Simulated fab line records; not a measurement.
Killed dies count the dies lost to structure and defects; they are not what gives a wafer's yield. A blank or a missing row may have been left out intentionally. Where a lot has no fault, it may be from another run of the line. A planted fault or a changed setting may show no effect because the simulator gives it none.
Which tool is to blame? + flow n5 finfet + Sampling: 8 lots, 24 wafers, 8 of 1938 route steps

## WHAT THE GAUGES READ, wafer by wafer
N5_FIN_SAQP_INSPECT_40: inspects for defects (brightfield).
| lot  | measured    | on                | raw defect count |
|------|-------------|-------------------|------------------|
| L839 | day 2 20:13 | defect inspect-01 | 136 190 171      |
| L840 | day 3 02:51 | defect inspect-01 | 171 146 93       |
| L846 | day 4 14:08 | defect inspect-01 | 190 126 233      |
| L847 | day 4 20:37 | defect inspect-01 | 260 258 216      |
| L849 | day 5 09:16 | defect inspect-02 | 407 337 245      |
| L855 | day 6 22:22 | defect inspect-01 | 564 213 199      |
| L857 | day 7 11:29 | defect inspect-01 | 497 207 127      |
| L859 | day 7 21:08 | defect inspect-01 | 160 226 173      |

N5_FIN_CUT_OVL_MEAS_09.
| lot  | measured    | on         | FIN_CUT_OVL (nm) |
|------|-------------|------------|------------------|
| L839 | day 2 20:33 | overlay-02 | 1.0 0.9 1.3      |
| L840 | day 3 03:19 | overlay-02 | 0.4 0.6 0.1      |
| L846 | day 4 14:28 | overlay-01 | 0.7 0.9 0.7      |
| L847 | day 4 21:05 | overlay-01 | -0.9 -1.5 -1.2   |
| L849 | day 5 09:37 | overlay-01 | 1.5 -0.3 0.4     |
| L855 | day 6 22:43 | overlay-01 | 0.0 0.2 -0.4     |
| L857 | day 7 23:07 | overlay-01 | 1.2 0.7 0.7      |
| L859 | day 7 23:24 | overlay-01 | 1.3 0.8 1.5      |

N5_FIN_CUT_INSPECT_10: inspects for defects (brightfield).
| lot  | measured    | on                | raw defect count |
|------|-------------|-------------------|------------------|
| L839 | day 2 20:37 | defect inspect-02 | 30 40 38         |
| L840 | day 3 03:22 | defect inspect-02 | 37 26 21         |
| L846 | day 4 14:31 | defect inspect-01 | 33 31 36         |
| L847 | day 4 21:08 | defect inspect-02 | 52 53 36         |
| L849 | day 5 09:40 | defect inspect-01 | 91 52 39         |
| L855 | day 6 22:46 | defect inspect-01 | 360 34 34        |
| L857 | day 7 23:11 | defect inspect-01 | 356 35 23        |
| L859 | day 7 23:26 | defect inspect-01 | 27 35 30         |

N5_FIN_CUT_INSPECT_17: inspects for defects (brightfield).
| lot  | measured    | on                | raw defect count |
|------|-------------|-------------------|------------------|
| L839 | day 2 21:44 | defect inspect-02 | 156 195 154      |
| L840 | day 3 04:19 | defect inspect-02 | 179 141 113      |
| L846 | day 4 15:34 | defect inspect-02 | 191 147 262      |
| L847 | day 4 22:15 | defect inspect-02 | 291 261 210      |
| L849 | day 5 10:41 | defect inspect-02 | 410 351 241      |
| L855 | day 6 23:48 | defect inspect-02 | 578 209 197      |
| L857 | day 8 02:20 | defect inspect-02 | 512 216 141      |
| L859 | day 8 03:14 | defect inspect-02 | 163 254 177      |

N5_BEOL_M4_RC_MEAS_101.
| lot  | measured     | on        | DIBL_N (mV/V)  | DIBL_P (mV/V)  | IOFF_N (nA/um)    | IOFF_P (nA/um)    | ION_N (uA/um) | ION_P (uA/um) | SS_N (mV/dec)  | SS_P (mV/dec)  | VT_N (mV)         | VT_P (mV)      |
|------|--------------|-----------|----------------|----------------|-------------------|-------------------|---------------|---------------|----------------|----------------|-------------------|----------------|
| L839 | day 10 19:10 | prober-02 | 34.9 35.4 36.6 | 33.9 32.9 34.1 | 0.131 0.129 0.145 | 0.212 0.198 0.216 | 674 664 668   | 468 456 469   | 71.7 71.5 72.1 | 72.4 72.3 72.4 | 250.3 253.1 250.4 | -247 -251 -247 |
| L840 | day 11 01:40 | prober-02 | 36.6 37.0 36.9 | 38.9 39.9 39.0 | 0.186 0.209 0.191 | 0.239 0.253 0.232 | 683 693 682   | 467 470 470   | 71.1 71.8 71.4 | 74.4 73.7 73.8 | 248.0 244.0 246.5 | -248 -245 -248 |
| L846 | day 12 02:00 | prober-01 | 34.8 38.3 37.4 | 35.7 39.0 37.6 | 0.142 0.199 0.173 | 0.203 0.261 0.230 | 668 684 665   | 463 465 458   | 71.2 72.4 72.0 | 72.7 74.4 73.6 | 250.4 245.0 249.0 | -250 -247 -251 |
| L847 | day 12 23:46 | prober-02 | 35.7 36.7 36.8 | 35.1 35.9 36.9 | 0.158 0.175 0.188 | 0.179 0.192 0.210 | 681 680 689   | 454 455 463   | 71.3 71.9 72.1 | 73.0 73.6 73.7 | 252.5 246.2 249.9 | -254 -254 -250 |
| L849 | day 13 02:37 | prober-01 | 36.6 36.0 37.1 | 36.6 36.7 37.6 | 0.161 0.152 0.177 | 0.226 0.232 0.246 | 682 670 686   | 467 466 471   | 71.9 71.6 71.3 | 73.1 73.4 72.5 | 251.7 251.2 247.3 | -247 -251 -246 |
| L855 | day 14 12:09 | prober-02 | 38.8 36.4 38.4 | 39.4 36.0 38.4 | 0.225 0.173 0.204 | 0.302 0.244 0.288 | 700 682 687   | 475 471 479   | 72.1 71.6 71.8 | 74.0 72.6 74.0 | 243.9 246.0 246.0 | -244 -245 -244 |
| L857 | day 16 01:32 | prober-02 | 37.5 37.1 35.6 | 37.2 36.5 34.3 | 0.169 0.147 0.125 | 0.210 0.203 0.176 | 675 669 668   | 462 462 459   | 72.1 72.0 70.9 | 73.1 72.9 73.2 | 250.7 251.4 253.9 | -251 -249 -252 |
| L859 | day 16 07:52 | prober-02 | 38.1 37.7 39.2 | 38.1 36.9 38.9 | 0.181 0.170 0.206 | 0.251 0.233 0.258 | 678 691 690   | 468 469 463   | 72.3 72.2 72.1 | 74.5 74.4 73.9 | 248.3 249.1 245.9 | -249 -247 -249 |

## WHICH TOOL RAN EACH LOT (tool, then ch and the chambers of the sampled wafers, then the start)
| lot  | N5_FIN_SAQP_STRIP_55              | N5_FIN_SAQP_SPACER2_ALD_28       | N5_FIN_SAQP_FIN_ETCH_36         |
|------|-----------------------------------|----------------------------------|---------------------------------|
| L839 | rie diel-01 ch 0,1, day 2 15:44   | ald sin-01 ch 0,3, day 2 19:07   | rie si-04 ch 1,2,3, day 2 19:58 |
| L840 | rie diel-01 ch 0,1, day 2 21:54   | ald sin-04 ch 0,2,3, day 3 01:41 | rie si-01 ch 0,3, day 3 02:36   |
| L846 | rie diel-06 ch 0,2,3, day 4 10:04 | ald sin-04 ch 0,2,3, day 4 13:01 | rie si-01 ch 0,2,3, day 4 13:53 |
| L847 | rie diel-01 ch 0,1,2, day 4 16:03 | ald sin-04 ch 1,3, day 4 19:28   | rie si-01 ch 0,1,2, day 4 20:20 |
| L849 | rie diel-06 ch 0,3, day 5 04:13   | ald sin-04 ch 0,1,3, day 5 08:02 | rie si-02 ch 1,3, day 5 09:01   |
| L855 | rie diel-04 ch 1,2,3, day 6 16:17 | ald sin-01 ch 0,1,2, day 6 21:16 | rie si-01 ch 0,2,3, day 6 22:07 |
| L857 | rie diel-04 ch 0,1,3, day 7 07:33 | ald sin-03 ch 1,2,3, day 7 10:22 | rie si-01 ch 0,2,3, day 7 11:13 |
| L859 | rie diel-06 ch 0,3, day 7 17:04   | ald sin-03 ch 1,2,3, day 7 20:02 | rie si-02 ch 0,2,3, day 7 20:53 |
- N5_FIN_SAQP_STRIP_55: strips in N2/H2.
- N5_FIN_SAQP_SPACER2_ALD_28: deposits SiO2, target thk 8.1 nm, pulse time 1 s, purge time 2 s.
- N5_FIN_SAQP_FIN_ETCH_36: etches the open film in HBr/Cl2/O2, target depth 120 nm, time 50.4 s.

## WHAT THE TOOLS THEMSELVES READ (means of the sampled wafers that have a number; where no wafer has one, the mark that the record gives instead)
N5_FIN_SAQP_STRIP_55.
| lot  | tool        | drypump motor current A (A) | oes product au (a.u.) | rf vpp V (V) | showerhead plenum p Torr (Torr) | throttle valve pct (%) |
|------|-------------|-----------------------------|-----------------------|--------------|---------------------------------|------------------------|
| L839 | rie diel-01 | 5.8                         | 0.91                  | 122.6        | 3.51                            | 19.0                   |
| L840 | rie diel-01 | 5.8                         | 0.90                  | 122.7        | 3.47                            | 18.9                   |
| L846 | rie diel-06 | 5.6                         | 0.77                  | 122.0        | 3.41                            | 19.1                   |
| L847 | rie diel-01 | 5.9                         | 0.89                  | 122.1        | 3.42                            | 18.9                   |
| L849 | rie diel-06 | 6.0                         | 0.76                  | 121.9        | 3.35                            | 19.2                   |
| L855 | rie diel-04 | 5.7                         | 0.77                  | 122.0        | 3.45                            | 18.8                   |
| L857 | rie diel-04 | 6.1                         | 0.85                  | 122.0        | 3.48                            | 18.5                   |
| L859 | rie diel-06 | 6.0                         | 0.75                  | 122.9        | 3.34                            | 19.2                   |

N5_FIN_SAQP_SPACER2_ALD_28.
| lot  | tool       | heater power w (W) | precursor pulse height rel |
|------|------------|--------------------|----------------------------|
| L839 | ald sin-01 | 469                | 1.000                      |
| L840 | ald sin-04 | 491                | 1.006                      |
| L846 | ald sin-04 | 498                | 1.020                      |
| L847 | ald sin-04 | 498                | 0.981                      |
| L849 | ald sin-04 | 484                | 1.002                      |
| L855 | ald sin-01 | 506                | 1.000                      |
| L857 | ald sin-03 | 478                | 1.015                      |
| L859 | ald sin-03 | 497                | 0.991                      |

N5_FIN_SAQP_FIN_ETCH_36.
| lot  | tool      | drypump motor current A (A) | oes product au (a.u.) | throttle valve pct (%) |
|------|-----------|-----------------------------|-----------------------|------------------------|
| L839 | rie si-04 | 6.3                         | 1.005                 | 35.79                  |
| L840 | rie si-01 | 6.4                         | 1.008                 | 36.29                  |
| L846 | rie si-01 | 6.0                         | 1.011                 | 36.35                  |
| L847 | rie si-01 | 6.0                         | 1.019                 | 36.35                  |
| L849 | rie si-02 | 5.8                         | 1.000                 | 36.08                  |
| L855 | rie si-01 | 6.0                         | 1.010                 | 36.35                  |
| L857 | rie si-01 | 6.0                         | 1.021                 | 36.34                  |
| L859 | rie si-02 | 5.4                         | 1.011                 | 36.14                  |

## THE ANSWER, worked out from the rows above alone
Rule: the usual values come from the lots themselves. Put in order of their means at a reading, lots are off if they are a third of the lots or fewer, leave a main group of 4 or more, and stand apart from it by a gap of 3 or more times the standard deviation of the main group's means; of several such gaps the widest counts. A main group whose means are all the same, to the digits that the tables above print for the reading, isn't used. A lot without any number at a reading at which 4 lots or more have one is off too. All remaining lots with rows at the step are treated as sound. First the gauges in route order, then the tools' own readings, where a lot's mean is used as printed above. At the first step where some lot is off, the reading lying furthest off is the one used; lots without a number count as furthest.
Off, at N5_FIN_CUT_INSPECT_10 on raw defect count: L855, L857. For the main group the mean is 39 and the standard deviation 11.
If a tool, at a process step before that reading, ran all the lots that are off and no sound lot after the first of them, it fits. Gauges at N5_FIN_CUT_INSPECT_10: tried the same way as those tools. Can't be told from this: 2 tools fit, rie diel-04 at N5_FIN_SAQP_STRIP_55, rie si-01 at N5_FIN_SAQP_FIN_ETCH_36.

## WHAT THE SIMULATOR HAD INSERTED
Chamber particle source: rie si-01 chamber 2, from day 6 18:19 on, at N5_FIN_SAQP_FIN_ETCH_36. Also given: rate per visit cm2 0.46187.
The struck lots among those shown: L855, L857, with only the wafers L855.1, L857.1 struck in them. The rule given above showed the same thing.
